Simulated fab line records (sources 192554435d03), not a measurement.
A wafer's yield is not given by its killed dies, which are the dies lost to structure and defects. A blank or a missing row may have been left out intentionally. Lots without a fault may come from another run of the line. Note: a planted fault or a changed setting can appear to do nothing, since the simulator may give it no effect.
fab line records / flow n5Finfet
record: lots: 4 wafers: 12 lastDay: 16
route steps=1938 shown BEOL_M11@1561 BEOL_M12@1602 PASSIVATION@1936
lots with no fault: from the same line, run without faults
startH: hours from the record's opening day to when the first of the lot's shown wafers began / waitH: how many hours have passed since the lot's step before this one / " the same as in the row above / L1.1+2: several wafers, shown together as one row / - value missing, or start not given / * or withheld: withheld / < > ~ a bound
route shown NAME@n: NAME is a module with steps in the file, n the number in the route of the first one / usual: mean and standard deviation over wafers with no fault / same: alike in all rows / chamber/n: place in a boat / sites: each site's reading / _std_site: standard deviation of those values / _edge_site: the outer-site mean with the inner-site mean subtracted / radiusMm: for every site, how far away it sits from the centre of the wafer / mask NAME#n: copy n / behind: tool/chamber where the wafer was last shaped / hold: what put the lot on hold/how long, in hours/how the hold closed / device: the n, p or np transistor that did not switch / end of line: the tests these same wafers got at the end of their route / a step given without rows: its recipe and nothing more / killed: at the first sort, the dies lost to defects and structure; wafer yield is something else / map: a wafer's dies, x killed, . not, _ none there
set.NAME: the setting the step ran with; set.NAME@STEP: the setting that earlier step ran with / model.NAME: the simulator's own value behind a step, which no gauge read
lots seen at some steps along the route; tables by step, rows by wafer
services: the hour from which a tool's chamber was out of use, counted from the record's first day as startH (under 0 if before that day), plus the number of hours and why
== steps ==
step: N5_BEOL_M11_COAT_64
recipe: resist: SiARC tempC: 220 timeS: 60 spinRpm: 1500 resistThkNm: 30
step: N5_BEOL_M11_COAT_22
recipe: resist: CAR-ArF spinRpm: 1500 resistThkNm: 90
step: N5_BEOL_M11_EBR_24
recipe: solvent: PGMEA ebrWidthMm: 1.5
step: N5_BEOL_M11_SOFTBAKE_23
recipe: tempC: 110 timeS: 60 resist: CAR-ArF
step: N5_BEOL_M11_EXPOSE_25
recipe: maskId: V10 na: 1.35 sourceShape: annular sigmaInner: 0.5 sigmaOuter: 0.8 polarization: unpolarized doseMj: 85.5
step: N5_BEOL_M11_PEB_26
recipe: pebTempC: withheld pebTimeS: 60 resist: CAR-ArF
step: N5_BEOL_M11_DEVELOP_27
recipe: developTimeS: 30 developer: TMAH resist: CAR-ArF rinseLiquid: diw dry: airSpin devTempC: 23
step: N5_BEOL_M11_DESCUM_33
recipe: chemistry: O2 timeS: 7.9 sourcePowerW: 50 biasPowerW: 20 pressureMtorr: 20 rfFrequencyHz: 2.712e+07 tempC: 40 resist: CAR-ArF o2FlowSccm: 225
step: N5_BEOL_M11_ETCH_65
recipe: chemistry: CF4 target: SiARC targetDepthA: 390 maskMaterial: CAR-ArF timeS: 65 ionEnergyEv: 80 pressureMtorr: 40 sourceW: 545 biasW: 36 Ar_flow_sccm: 100 cf4FlowSccm: 100 ends: cleared
step: N5_BEOL_M11_ETCH_66
recipe: chemistry: N2/H2 target: SOC targetDepthA: 1200 overetchA: 240 maskMaterial: SiARC tempC: 40 timeS: 180 ionEnergyEv: 200 pressureMtorr: 30 sourceW: 840 biasW: 150 n2FlowSccm: 200 h2FlowSccm: 200
usual: drypumpMotorCurrentA: 5.91/0.28 oesProductAu: 0.62/0.063 rfVppV: 523.6/1.9 showerheadPlenumPTorr: 2.53/0.074 throttleValvePct: 17.75/0.25
same: timeS: 180
lot.wafer=L261.3 tool=rieDiel-06 chamber=3 startH=287.67 waitH=0.0 drypumpMotorCurrentA=5.77 oesProductAu=0.56 rfHoursCounterH=247 rfVppV=522.2 showerheadPlenumPTorr=2.50 throttleValvePct=18.14
lot.wafer=L261.4 tool=rieDiel-06 chamber=2 startH=287.67 waitH=0.0 drypumpMotorCurrentA=6.04 oesProductAu=0.56 rfHoursCounterH=229 rfVppV=522.8 showerheadPlenumPTorr=2.47 throttleValvePct=17.62
lot.wafer=L261.5 tool=rieDiel-06 chamber=1 startH=287.67 waitH=0.0 drypumpMotorCurrentA=6.49 oesProductAu=0.67 rfHoursCounterH=- rfVppV=525.0 showerheadPlenumPTorr=2.55 throttleValvePct=17.38
lot.wafer=L263.2 tool=rieDiel-02 chamber=0 startH=301.99 waitH=0.0 drypumpMotorCurrentA=5.50 oesProductAu=0.68 rfHoursCounterH=55 rfVppV=523.0 showerheadPlenumPTorr=2.46 throttleValvePct=17.59
lot.wafer=L263.3 tool=rieDiel-02 chamber=1 startH=301.99 waitH=0.0 drypumpMotorCurrentA=5.97 oesProductAu=0.63 rfHoursCounterH=101 rfVppV=527.6 showerheadPlenumPTorr=2.66 throttleValvePct=17.53
lot.wafer=L263.5 tool=rieDiel-02 chamber=2 startH=301.99 waitH=0.0 drypumpMotorCurrentA=5.97 oesProductAu=0.58 rfHoursCounterH=- rfVppV=522.4 showerheadPlenumPTorr=2.52 throttleValvePct=17.72
lot.wafer=L269.1 tool=rieDiel-06 chamber=1 startH=339.56 waitH=0.0 drypumpMotorCurrentA=6.48 oesProductAu=0.65 rfHoursCounterH=104 rfVppV=524.1 showerheadPlenumPTorr=2.54 throttleValvePct=17.44
lot.wafer=L269.2 tool=rieDiel-06 chamber=3 startH=339.56 waitH=0.0 drypumpMotorCurrentA=5.77 oesProductAu=0.78 rfHoursCounterH=4 rfVppV=522.4 showerheadPlenumPTorr=2.50 throttleValvePct=17.73
lot.wafer=L269.4 tool=rieDiel-06 chamber=2 startH=339.56 waitH=0.0 drypumpMotorCurrentA=6.03 oesProductAu=0.55 rfHoursCounterH=247 rfVppV=522.9 showerheadPlenumPTorr=2.47 throttleValvePct=17.63
lot.wafer=L270.2 tool=rieDiel-06 chamber=3 startH=343.34 waitH=0.0 drypumpMotorCurrentA=5.82 oesProductAu=0.77 rfHoursCounterH=5 rfVppV=522.6 showerheadPlenumPTorr=2.50 throttleValvePct=17.71
lot.wafer=L270.4 tool=rieDiel-06 chamber=0 startH=343.34 waitH=0.0 drypumpMotorCurrentA=5.80 oesProductAu=0.56 rfHoursCounterH=224 rfVppV=525.5 showerheadPlenumPTorr=2.65 throttleValvePct=18.13
lot.wafer=L270.6 tool=rieDiel-06 chamber=1 startH=343.34 waitH=0.0 drypumpMotorCurrentA=6.49 oesProductAu=0.64 rfHoursCounterH=- rfVppV=525.1 showerheadPlenumPTorr=2.54 throttleValvePct=17.42
step: N5_BEOL_M11_STRIP_69
recipe: chemistry: N2/H2 tempC: 40 n2FlowSccm: 200 h2FlowSccm: 200 rfFrequencyHz: 6e+07
step: N5_BEOL_M11_VIA_ETCH_34
recipe: chemistry: C4F6/O2 target: SiCOH_lowk targetDepthA: 1845 maskMaterial: SOC taperDeg: 4 timeS: 69.2 ionEnergyEv: 250 pressureMtorr: 30 sourceW: 345 biasW: 185 Ar_flow_sccm: 300 C4F6_flow_sccm: 10 O2_flow_sccm: 10
step: N5_BEOL_M11_STRIP_73
recipe: chemistry: C4F6/O2 resist: SiARC rfFrequencyHz: 6e+07
step: N5_BEOL_M11_STRIP_36
recipe: chemistry: N2/H2 powerW: 450 tempC: 40 pressureMtorr: 20 rfFrequencyHz: 6e+07 overashFraction: 0.3 biasPowerW: 7 h2Frac: 0.5 n2FlowSccm: 200 h2FlowSccm: 200
step: N5_BEOL_M11_TRENCH_ETCH_37
recipe: chemistry: C4F6/O2 targetDepthA: 1488.3 target: SiCOH_lowk timeS: 48 ionEnergyEv: 250 pressureMtorr: 30 sourceW: 345 biasW: 185 Ar_flow_sccm: 300 C4F6_flow_sccm: 10 O2_flow_sccm: 10
step: N5_BEOL_M11_ETCH_41
recipe: chemistry: CH3F/O2 target: SiCN targetDepthA: 426 taperDeg: 2 timeS: 86 ionEnergyEv: 120 maskMaterial: TiN pressureMtorr: 30 sourceW: 395 biasW: 75 Ar_flow_sccm: 150 CH3F_flow_sccm: 30 O2_flow_sccm: 20
step: N5_BEOL_M11_STRIP_77
recipe: chemistry: N2/H2 timeS: 10 powerW: 450 tempC: 40 pressureMtorr: 20 rfFrequencyHz: 6e+07 biasPowerW: 7 n2FlowSccm: 200 h2FlowSccm: 200
step: N5_BEOL_M11_HM_STRIP_39
recipe: chemistry: peroxideTinStrip material: TiN targetDepthA: 250 tempC: 50 timeS: 158
step: N5_BEOL_M11_SRD_40
recipe: timeS: 30 tempC: 23 rinseLiquid: diw dry: ipaMarangoni
step: N5_BEOL_M11_PRECLEAN_42
recipe: chemistry: residueRemover timeS: 60 tempC: 40
step: N5_BEOL_M11_SRD_43
recipe: timeS: 30 tempC: 23 rinseLiquid: diw dry: ipaMarangoni
step: N5_BEOL_M11_CURE_72
recipe: tempC: 370 timeS: 120 ambient: DMADMS/He material: SiCOH_lowk
step: N5_BEOL_M11_DEGAS_44
recipe: ambient: vacuum tempC: 250 timeS: 60
step: N5_BEOL_M11_PRE_CLEAN_45
recipe: gas: H2/He timeS: 30 tempC: 250
step: N5_BEOL_M11_ALD_74
recipe: material: TaN targetThkA: 20 tempC: 275 aldPrecursorFamily: PDMAT aldCoReactant: NH3 pressureTorr: 3 carrierFlowSccm: 1500 pulseTimeS: 2 purgeTimeS: 3 coReactantPurgeTimeS: 2 coReactantPulseTimeS: 3 aldCycles: 40 precursorVesselTempC: 75 precursorVesselPressureTorr: 26.25 precursorVesselCarrierSccm: 1000
step: N5_BEOL_M11_SURFACE_TREAT_76
recipe: gas: Ar timeS: * ionEnergyEv: * ionCurrentMaCm2: 0.5 pressureMtorr: * arFlowSccm: 30
step: N5_BEOL_M11_CVD_75
recipe: material: Co targetThkA: 20 tempC: withheld precursor: CCTBA/H2 pressureTorr: 30 timeS: 138.9
step: N5_BEOL_M11_SPUTTER_48
recipe: material: Cu targetThkA: 120 tempC: -20 biasV: 60 powerW: 26000 chamberPressurePa: 0.13 timeS: 2
step: N5_BEOL_M11_ECD_50
recipe: material: Cu targetThkA: 3180
step: N5_BEOL_M11_ANNEAL_51
recipe: tempC: 225 timeS: 90 ambient: N2
step: N5_BEOL_M11_CMP_52
recipe: stopOn: SiCOH_lowk tOverpolishS: 7 downForcePsi: 1 platenRpm: 50 clearingPlatenDownForcePsi: 1.5 clearingPlatenRpm: 50 postCmpClean: cuAlkaline targetThkNm: 140 clearingPlatenPadVelocityMS: 0.99484 padVelocityMS: 0.99484
step: N5_BEOL_M11_PRE_CLEAN_55
recipe: gas: NH3 timeS: 15 tempC: withheld rfPowerW: 300
step: N5_BEOL_M11_DEP_56
recipe: material: SiCN targetThkA: 300 tempC: withheld precursor: 3MS/NH3 pressureTorr: 3 rfW: 675 timeS: 10.5
step: N5_BEOL_M12_ILD_DEP_00
recipe: material: SiOC targetThkA: 6589.2 tempC: 350 precursor: DEMS/O2 pressureTorr: 5 rfW: 500 timeS: 130.7
step: N5_PASSIVATION_PROBE_49
usual: defectLimitedYield: 91.1/1.5 killed_at_M0_to_M3: 35/11 killed_at_M4_up: 13/5.7 killedAtContacts: 12/5.7 killedAtFrontEnd: 40/11 killedAtOther: 4/4.4 killedDies: 105/18 killedOpen: 68/14 killedShort: 34/7.4 sort_bin_5_function: 5.2/1 sort_bin_6_memory: 3.3/0.67 sortNPass: 1074/18 sortYieldPct: 91.0/1.5
same: grossDies: 1180 killedAtBackSide: 0 sort_bin_4_leakage[%]: 0 sort_bin_8_speed[%]: 0
lot.wafer=L263.2 tool=prober-02 chamber=- startH=345.91 waitH=0.4 defectLimitedYield[%]=91.3 killed_at_M0_to_M3=25 killed_at_M4_up=10 killedAtContacts=11 killedAtFrontEnd=56 killedAtOther=1 killedDies=103 killedOpen=67 killedShort=33 sort_bin_5_function[%]=4.7 sort_bin_6_memory[%]=3.7 sortNPass=1077 sortYieldPct[%]=91.3
lot.wafer=L263.3 tool=prober-02 chamber=- startH=345.96 waitH=0.4 defectLimitedYield[%]=91.6 killed_at_M0_to_M3=32 killed_at_M4_up=19 killedAtContacts=4 killedAtFrontEnd=39 killedAtOther=5 killedDies=99 killedOpen=75 killedShort=24 sort_bin_5_function[%]=4.6 sort_bin_6_memory[%]=3.6 sortNPass=1081 sortYieldPct[%]=91.6
lot.wafer=L263.5 tool=prober-02 chamber=- startH=346.06 waitH=0.5 defectLimitedYield[%]=91.4 killed_at_M0_to_M3=40 killed_at_M4_up=21 killedAtContacts=14 killedAtFrontEnd=23 killedAtOther=4 killedDies=102 killedOpen=63 killedShort=34 sort_bin_5_function[%]=4.2 sort_bin_6_memory[%]=3.6 sortNPass=1078 sortYieldPct[%]=91.4
lot.wafer=L270.2 tool=prober-01 chamber=- startH=390.79 waitH=0.1 defectLimitedYield[%]=78.9 killed_at_M0_to_M3=27 killed_at_M4_up=138 killedAtContacts=17 killedAtFrontEnd=52 killedAtOther=15 killedDies=249 killedOpen=73 killedShort=27 sort_bin_5_function[%]=13.9 sort_bin_6_memory[%]=4.6 sortNPass=931 sortYieldPct[%]=78.9
lot.wafer=L270.4 tool=prober-01 chamber=- startH=390.89 waitH=0.2 defectLimitedYield[%]=83.6 killed_at_M0_to_M3=27 killed_at_M4_up=80 killedAtContacts=17 killedAtFrontEnd=49 killedAtOther=21 killedDies=194 killedOpen=73 killedShort=36 sort_bin_5_function[%]=9.4 sort_bin_6_memory[%]=4.3 sortNPass=986 sortYieldPct[%]=83.6
lot.wafer=L270.6 tool=prober-01 chamber=- startH=390.99 waitH=0.3 defectLimitedYield[%]=75.8 killed_at_M0_to_M3=52 killed_at_M4_up=148 killedAtContacts=8 killedAtFrontEnd=59 killedAtOther=19 killedDies=286 killedOpen=84 killedShort=43 sort_bin_5_function[%]=16.7 sort_bin_6_memory[%]=4.8 sortNPass=894 sortYieldPct[%]=75.8
lot.wafer=L269.1 tool=prober-01 chamber=- startH=391.88 waitH=0.0 defectLimitedYield[%]=79.7 killed_at_M0_to_M3=44 killed_at_M4_up=139 killedAtContacts=15 killedAtFrontEnd=29 killedAtOther=13 killedDies=240 killedOpen=66 killedShort=28 sort_bin_5_function[%]=12.4 sort_bin_6_memory[%]=5.0 sortNPass=940 sortYieldPct[%]=79.7
lot.wafer=L269.2 tool=prober-01 chamber=- startH=391.93 waitH=0.1 defectLimitedYield[%]=81.4 killed_at_M0_to_M3=33 killed_at_M4_up=150 killedAtContacts=5 killedAtFrontEnd=21 killedAtOther=11 killedDies=220 killedOpen=41 killedShort=30 sort_bin_5_function[%]=12.5 sort_bin_6_memory[%]=2.6 sortNPass=960 sortYieldPct[%]=81.4
lot.wafer=L269.4 tool=prober-01 chamber=- startH=392.03 waitH=0.2 defectLimitedYield[%]=78.4 killed_at_M0_to_M3=50 killed_at_M4_up=138 killedAtContacts=14 killedAtFrontEnd=32 killedAtOther=21 killedDies=255 killedOpen=69 killedShort=35 sort_bin_5_function[%]=13.6 sort_bin_6_memory[%]=5.0 sortNPass=925 sortYieldPct[%]=78.4
killed by level:class
L263.2 STI_FIN_REVEAL:geometricParticle:open=25 MOL_CONTACT_COAG:geometricParticle:open=8 BEOL_M0_SAQP:geometricParticle:open=8 BEOL_M0_SAQP:geometricParticle:short=7 GATE_CUT:geometricParticle:short=5 FIN_SAQP:geometricParticle:short=4 FIN_SAQP:geometricParticle:open=4 BEOL_M2:geometricParticle:open=4
L263.3 STI_FIN_REVEAL:geometricParticle:open=16 BEOL_M4:geometricParticle:open=11 BEOL_M0_SAQP:geometricParticle:open=10 BEOL_M3:geometricParticle:open=9 FIN_SAQP:geometricParticle:open=6 GATE_CUT:geometricParticle:short=4 BEOL_M2:geometricParticle:open=4 MOL_CONTACT_COAG:geometricParticle:open=3
L263.5 BEOL_M0_SAQP:geometricParticle:short=15 MOL_CONTACT_COAG:geometricParticle:open=12 BEOL_M0_SAQP:geometricParticle:open=10 BEOL_M3:geometricParticle:open=7 BEOL_M5:geometricParticle:open=6 FIN_SAQP:geometricParticle:open=5 DUMMY_GATE:geometricParticle:open=5 BEOL_M4:geometricParticle:open=5
L270.2 BEOL_M11:unspecified=133 STI_FIN_REVEAL:geometricParticle:open=18 MOL_CONTACT_COAG:geometricParticle:open=15 MIM_TOP_ETCH:areaEtch=9 FIN_SAQP:geometricParticle:short=7 BEOL_M0_SAQP:geometricParticle:open=7 GATE_CUT:geometricParticle:open=4 GATE_CUT:geometricParticle:short=4
L270.4 BEOL_M11:unspecified=66 MIM_TOP_ETCH:areaEtch=18 STI_FIN_REVEAL:geometricParticle:open=16 MOL_CONTACT_COAG:geometricParticle:open=15 FIN_SAQP:geometricParticle:short=14 BEOL_M0_SAQP:geometricParticle:short=8 BEOL_M4:geometricParticle:open=6 FIN_SAQP:geometricParticle:open=5
L270.6 BEOL_M11:unspecified=140 STI_FIN_REVEAL:geometricParticle:open=16 MIM_TOP_ETCH:areaEtch=16 BEOL_M0_SAQP:geometricParticle:short=11 BEOL_M0:geometricParticle:open=11 FIN_SAQP:geometricParticle:short=10 MOL_CONTACT_COAG:geometricParticle:open=8 BEOL_M0_SAQP:geometricParticle:open=8
L269.1 BEOL_M11:unspecified=132 MOL_CONTACT_COAG:geometricParticle:open=15 BEOL_M2:geometricParticle:open=12 BEOL_M0_SAQP:geometricParticle:short=11 MIM_TOP_ETCH:areaEtch=10 BEOL_M1:geometricParticle:open=9 DUMMY_GATE:geometricParticle:open=8 FIN_SAQP:geometricParticle:open=4
L269.2 BEOL_M11:unspecified=138 MIM_TOP_ETCH:areaEtch=11 BEOL_M0_SAQP:geometricParticle:short=9 BEOL_M4:geometricParticle:short=9 BEOL_M0_SAQP:geometricParticle:open=6 BEOL_M2:geometricParticle:open=6 BEOL_M3:geometricParticle:open=6 DUMMY_GATE:geometricParticle:open=5
L269.4 BEOL_M11:unspecified=125 MIM_TOP_ETCH:areaEtch=20 BEOL_M1:geometricParticle:open=13 BEOL_M2:geometricParticle:open=11 MOL_CONTACT_COAG:geometricParticle:open=9 FIN_SAQP:geometricParticle:open=7 BEOL_M4:geometricParticle:short=7 BEOL_M0_SAQP:geometricParticle:open=6
map L269.4 (x killed, . not)
_________________.......x....________________
______________.x....x..x.x......_____________
___________........................__________
__________...................x.xxxxx_________
________x.........x.x..x......xxxxxxxx_______
_______......................xxxxxxxxxx______
______...........x.x..x.....x.xxxxxxxxxx_____
_____........x.............xxxxxxxxxxxxxx____
____...x...................xxxxxxxxxxxxxxx___
___.x..........xx....x......xxxxxxxxxxxxxxx__
___.x.x.........x.....x..x..xxxxxxxxxxxxx.x__
__.x.....x.x......xx........xx.xxxxxxxxxxxx._
__......xx.x...x.x.......x.....xxxxxxxxxx..._
_.x.....xx......x............x.xxxx.xxxx.x...
_.xx..........................x...xx...x.xx..
_................x...x....x....x.........x..x
_....x.......xx...................x........x.
_.........x.............x...........x..x.....
_.....x.......x.........x..................xx
_x........x....xxx...........................
_..x.........x.....x...xxx...x...............
__......x......x.........x...x.............._
__............xxxx.x....x..................._
___....x.........x...........x.x...........__
___.xx..............x........x...x.........__
____x..x......x..........................x___
_____.......x...x..x.....................____
______.......x...............x.........._____
_______.x..x.x.........x.x....x........______
________..x............x..........x..._______
__________............xx..xxx......._________
___________.x..xx.......x..........__________
______________x.........x......._____________
_________________..x.....x...________________
map L270.6 (x killed, . not)
_________________..x......x.x________________
______________.................._____________
___________x.........x......x......__________
__________.....x...x..xx............_________
________....x..x....x..x..x..........._______
_______........x.................x...x.______
______......x.....x.x..................._____
_____.xx..x........xx....................____
____.x.....x...x......x..xx..x.........x..___
___.........xx...x...x...x..x..............__
___.........x......xxx.xxxxx...x.x..x..x...__
__.....x.........x.xxxxxxxxxxx.............._
__....x.........xx.xxxxxxxxxx...x..x........_
_........x.x.x...xxxxxxxxxxxxxxx...x.........
_x........x......xxxxxxxxxxxxxx.........x...x
_..........x....x.xxxxxxxxxxxxx.xx.x.x.x.....
_.......x....x...xxxxxxxxxxxxxxx......x.x.x..
_x...........x.x.xxxxxxxxxxxxxx..........x...
_........x.......xxxxxxxxxxxx..........xx....
_................xxxxxxx.xxxxx....x...x..x..x
_.x....xx..x..x....xxx.xxxx....x........x....
__......x......xx..x..x..xxx.x......x.x....._
__....x........x......x.x...x...x.x........._
___.......x.............x...x.x............__
___....................x..x..xx......x..xx.__
____....x.....x..x........x....x.xx.......___
_____..........x....x....x...............____
______..........x....xx.x..............x_____
_______.....x.....x..x........x........______
________...x..........x.....x......x.x_______
__________..............x....xx.x..._________
___________.x.....x.x.....x........__________
______________x.x........x......_____________
_________________....x.......________________
== services ==
tool=rieDiel-06 chamber=3 startH=300.38 hours=- kind=clean
tool=rieDiel-06 chamber=3 startH=300.38 hours=- kind=consumableReplace:focusRing
tool=rieDiel-06 chamber=3 startH=300.38 hours=24.3 kind=scheduledDown
tool=rieDiel-06 chamber=3 startH=300.38 hours=24.3 kind=ventCycle
== key ==
firstSign: step: N5_PASSIVATION_PROBE_49 reading: killed_at_M4_up direction: up sigmas: 21 usual: 13 struck: 132
effect: step: N5_PASSIVATION_PROBE_49 reading: defectLimitedYield direction: down sigmas: 7.7 usual: 91.1 struck: 79.6
moreKillsBornAt: N5_BEOL_M11_ETCH_66@rieDiel-06: 734
metAt N5_BEOL_M11_ETCH_66
struckWafers L269.1,L269.2,L269.4,L270.2,L270.4,L270.6
baselineLoss: step: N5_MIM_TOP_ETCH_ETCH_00 wafers: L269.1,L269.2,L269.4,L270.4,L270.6
onsetBetween 287.67 339.56
alsoFits time
fault: kind: chamberParticleSource tool: rieDiel-06 chamber: - onsetH: 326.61 steps: N5_BEOL_M11_ETCH_66 ratePerVisitCm2: 1.1801 endH: 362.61
baselineLoss: these wafers lose ten dies or more at that step, a loss of the line's own and not of a fault; the sort's usual values leave them out
